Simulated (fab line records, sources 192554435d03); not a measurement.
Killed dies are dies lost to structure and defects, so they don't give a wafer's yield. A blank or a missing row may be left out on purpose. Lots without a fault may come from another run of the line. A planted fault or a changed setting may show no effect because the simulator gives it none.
Which tool did it? | flow n5_finfet | 10 lots, 30 wafers sampled, at 5 steps of a route of 1938

WHAT THE GAUGES READ, wafer by wafer
N5_BEOL_M4_RC_MEAS_101.
lot  | measured     | on        | DIBL_N (mV/V)  | DIBL_P (mV/V) | IOFF_N (nA/um) | IOFF_P (nA/um) | ION_N (uA/um) | ION_P (uA/um) | SS_N (mV/dec)  | SS_P (mV/dec)  | VT_N (mV)   | VT_P (mV)
L417 | day 8 02:04  | prober-02 | 37.3 37.3 37.4 | 38 40 38      | 0.18 0.19 0.18 | 0.23 0.27 0.22 | 677 675 676   | 459 465 460   | 72.0 72.5 72.6 | 73.5 74.2 73.8 | 250 248 255 | -250 -248 -252
L420 | day 8 20:35  | prober-02 | 37.5 41.0 37.7 | 38 43 38      | 0.19 0.31 0.18 | 0.24 0.37 0.25 | 679 711 683   | 463 480 469   | 71.3 72.8 72.1 | 73.4 75.0 73.4 | 249 238 248 | -248 -242 -247
L423 | day 10 05:40 | prober-02 | 35.9 37.2 33.6 | 37 37 34      | 0.16 0.19 0.11 | 0.20 0.20 0.17 | 667 680 659   | 459 461 451   | 72.3 72.0 70.9 | 73.8 73.0 73.0 | 251 249 255 | -252 -251 -254
L424 | day 10 21:11 | prober-01 | 34.4 38.7 37.1 | 35 39 37      | 0.10 0.18 0.14 | 0.16 0.24 0.20 | 657 673 651   | 453 467 452   | 70.8 71.8 71.5 | 73.2 74.1 73.1 | 260 247 252 | -253 -249 -251
L427 | day 11 12:04 | prober-02 | 39.0 36.6 42.2 | 40 38 45      | 0.23 0.17 0.37 | 0.28 0.24 0.43 | 694 672 714   | 469 463 484   | 71.8 71.9 72.8 | 73.5 73.4 74.8 | 244 249 238 | -247 -248 -242
L434 | day 12 20:11 | prober-02 | 34.5 36.0 39.9 | 35 35 40      | 0.14 0.14 0.24 | 0.21 0.20 0.28 | 668 668 696   | 462 459 475   | 70.9 71.2 71.8 | 73.5 73.8 74.1 | 249 251 244 | -249 -250 -246
L435 | day 13 00:09 | prober-02 | 37.6 35.7 37.4 | 37 34 36      | 0.19 0.16 0.20 | 0.24 0.21 0.24 | 683 667 685   | 463 462 466   | 72.1 71.5 72.0 | 73.9 73.3 73.8 | 249 249 244 | -249 -250 -250
L437 | day 13 22:26 | prober-01 | 38.6 39.0 39.9 | 42 39 41      | 0.21 0.20 0.23 | 0.29 0.23 0.26 | 685 676 687   | 475 455 466   | 72.0 71.8 72.2 | 74.4 74.7 74.6 | 247 247 245 | -249 -251 -249
L438 | day 14 00:07 | prober-02 | 37.5 34.7 37.5 | 39 35 40      | 0.18 0.13 0.19 | 0.22 0.17 0.26 | 679 673 677   | 466 459 463   | 72.5 71.5 72.1 | 73.7 73.4 74.5 | 251 254 248 | -252 -252 -249
L439 | day 14 05:08 | prober-02 | 36.5 36.5 36.0 | 37 39 37      | 0.18 0.19 0.15 | 0.22 0.27 0.20 | 681 690 677   | 462 476 461   | 72.6 72.7 72.3 | 73.0 74.0 73.7 | 250 247 253 | -249 -247 -253

WHICH TOOL RAN EACH LOT (tool, then ch and the chambers of the sampled wafers, then the start)
lot  | N5_BEOL_M1_SPUTTER_48        | N5_BEOL_M1_SPUTTER_79        | N5_BEOL_M1_ANNEAL_82         | N5_BEOL_M1_ANNEAL_87
L417 | pvd_sputter-03, day 6 12:19  | pvd_sputter-03, day 6 12:32  | pvd_sputter-03, day 6 12:50  | pvd_sputter-03, day 6 13:04
L420 | pvd_sputter-01, day 7 07:48  | pvd_sputter-01, day 7 08:01  | pvd_sputter-01, day 7 08:19  | pvd_sputter-01, day 7 08:32
L423 | pvd_sputter-01, day 8 04:47  | pvd_sputter-01, day 8 05:02  | pvd_sputter-01, day 8 05:22  | pvd_sputter-01, day 8 05:37
L424 | pvd_sputter-03, day 8 13:25  | pvd_sputter-03, day 8 13:38  | pvd_sputter-03, day 8 13:56  | pvd_sputter-03, day 8 14:09
L427 | pvd_sputter-01, day 9 17:22  | pvd_sputter-01, day 9 17:49  | pvd_sputter-01, day 9 18:25  | pvd_sputter-01, day 9 18:51
L434 | pvd_sputter-03, day 10 22:38 | pvd_sputter-03, day 10 22:51 | pvd_sputter-03, day 10 23:09 | pvd_sputter-03, day 10 23:22
L435 | pvd_sputter-03, day 11 03:38 | pvd_sputter-03, day 11 03:52 | pvd_sputter-03, day 11 04:10 | pvd_sputter-03, day 11 04:23
L437 | pvd_sputter-03, day 11 12:37 | pvd_sputter-03, day 11 12:50 | pvd_sputter-03, day 11 13:08 | pvd_sputter-03, day 11 13:21
L438 | pvd_sputter-03, day 12 03:01 | pvd_sputter-03, day 12 03:14 | pvd_sputter-03, day 12 03:32 | pvd_sputter-03, day 12 03:45
L439 | pvd_sputter-03, day 12 14:27 | pvd_sputter-03, day 12 14:40 | pvd_sputter-03, day 12 14:58 | pvd_sputter-03, day 12 15:11
- N5_BEOL_M1_SPUTTER_48: material Cu, target thk 4.5 nm, time 8.29 s.
- N5_BEOL_M1_SPUTTER_79: material Cu, target thk 4.5 nm, time 8.29 s.
- N5_BEOL_M1_ANNEAL_82: time 240 s.
- N5_BEOL_M1_ANNEAL_87: time 240 s.

WHAT THE TOOLS THEMSELVES READ (means of the sampled wafers that have a number; where no wafer has one, the mark that the record gives instead)
N5_BEOL_M1_SPUTTER_48.
lot  | tool           | throttle_valve_pct (%)
L417 | pvd_sputter-03 | 30.0
L420 | pvd_sputter-01 | 30.1
L423 | pvd_sputter-01 | 30.5
L424 | pvd_sputter-03 | 29.6
L427 | pvd_sputter-01 | 29.7
L434 | pvd_sputter-03 | 30.6
L435 | pvd_sputter-03 | 30.2
L437 | pvd_sputter-03 | 30.0
L438 | pvd_sputter-03 | 29.0
L439 | pvd_sputter-03 | 29.4

N5_BEOL_M1_SPUTTER_79.
lot  | tool           | throttle_valve_pct (%)
L417 | pvd_sputter-03 | 30.1
L420 | pvd_sputter-01 | 30.3
L423 | pvd_sputter-01 | 30.6
L424 | pvd_sputter-03 | 29.7
L427 | pvd_sputter-01 | 29.9
L434 | pvd_sputter-03 | 30.7
L435 | pvd_sputter-03 | 30.1
L437 | pvd_sputter-03 | 30.1
L438 | pvd_sputter-03 | 29.0
L439 | pvd_sputter-03 | 29.5

N5_BEOL_M1_ANNEAL_82.
lot  | tool           | heater_power_w (W) | susceptor_temp_C (C)
L417 | pvd_sputter-03 | 817                | 400.02
L420 | pvd_sputter-01 | 852                | 400.08
L423 | pvd_sputter-01 | 878                | 399.93
L424 | pvd_sputter-03 | 859                | 399.91
L427 | pvd_sputter-01 | 765                | 400.14
L434 | pvd_sputter-03 | 799                | 399.85
L435 | pvd_sputter-03 | 742                | 400.02
L437 | pvd_sputter-03 | 824                | 399.99
L438 | pvd_sputter-03 | 810                | 399.87
L439 | pvd_sputter-03 | 765                | 399.80

N5_BEOL_M1_ANNEAL_87.
lot  | tool           | heater_power_w (W) | susceptor_temp_C (C)
L417 | pvd_sputter-03 | 808                | 400.10
L420 | pvd_sputter-01 | 835                | 400.04
L423 | pvd_sputter-01 | 881                | 400.04
L424 | pvd_sputter-03 | 865                | 400.17
L427 | pvd_sputter-01 | 786                | 400.11
L434 | pvd_sputter-03 | -                  | -
L435 | pvd_sputter-03 | -                  | -
L437 | pvd_sputter-03 | 815                | 399.82
L438 | pvd_sputter-03 | 802                | 400.17
L439 | pvd_sputter-03 | 764                | 400.06

THE ANSWER, worked out from the rows above alone
Rule: what is usual is taken from the lots themselves. Put in order of their means at a reading, lots are off if they are a third of the lots or fewer, leave a main group of 4 or more, and stand apart from it by a gap of 3 or more times the standard deviation of the main group's means; of several such gaps the widest counts. A main group whose means are all the same, to the digits that the tables above print for the reading, isn't used. A lot without any number at a reading at which 4 lots or more have one is off too. The other lots that the step has rows for count as sound. The gauges are gone through in route order, then the tools' own readings, and for those a lot's mean is taken as printed above. The first step at which some lot is off is used, and at that step the reading that is off furthest; a lot without a number counts as furthest.
Off: L434, L435, at N5_BEOL_M1_ANNEAL_87 (heater_power_w). Without a number there: L434, L435. The main group: mean 820 W, standard deviation 37.
A tool fits if, at that step or a process step before it, it ran every lot that is off, and no sound lot after the first of them. None of those tried fits.

WHAT THE SIMULATOR HAD PUT IN
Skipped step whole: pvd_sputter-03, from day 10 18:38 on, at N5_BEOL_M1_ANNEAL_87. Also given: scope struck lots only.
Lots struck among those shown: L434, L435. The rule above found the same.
